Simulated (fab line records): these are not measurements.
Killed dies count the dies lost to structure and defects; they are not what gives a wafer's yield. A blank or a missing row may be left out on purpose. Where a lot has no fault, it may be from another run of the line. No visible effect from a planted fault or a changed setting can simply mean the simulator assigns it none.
Matching of chambers    flow n5-finfet    3 sister chambers for N5_MOL_CONTACT_COAG_ALD_131 on ald-sin-04
The step deposits SiO2, target thk 5 nm, pulse time 1 s, co reactant pulse time 1 s. 3 wafers are shown with their chamber, then 8 later ones without.

## WAFERS WITH THEIR CHAMBER
wafer   chamber  heater-power-w (W)
L087.4  0        74
L087.6  3        79
L088.1  2        71

## WAFERS WITHOUT THEIR CHAMBER
wafer   heater-power-w (W)
L088.3  73
L088.4  80
L090.1  75
L090.2  71
L090.4  75
L094.1  77
L094.3  76
L094.5  75

## CHAMBER TAKEN BY EACH
wafer   from the rows above      in truth
L088.3  can't be placed: 0 or 2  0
L088.4  3                        3
L090.1  0                        0
L090.2  2                        2
L090.4  0                        0
L094.1  can't be placed: 3 or 0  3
L094.3  can't be placed: 0 or 3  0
L094.5  0                        0
5 of 8 placed correctly. Cannot be placed on the basis of these rows: 3; the candidates contain the true chamber in 3. Number placed wrongly: 0.
How it was worked out, from the rows above alone: a wafer's distance from a chamber is the root of the sum, over the readings, of the square of ((its reading less the chamber's mean) divided by the reading's scatter). The wafer belongs to the nearest chamber; if the next one is less than 2 further off, it can't be placed. Each chamber's mean is taken over the wafers shown for it. The scatter: with one shown wafer a chamber, the root of the mean of the squares of how far each hidden wafer lies from its nearest shown one.
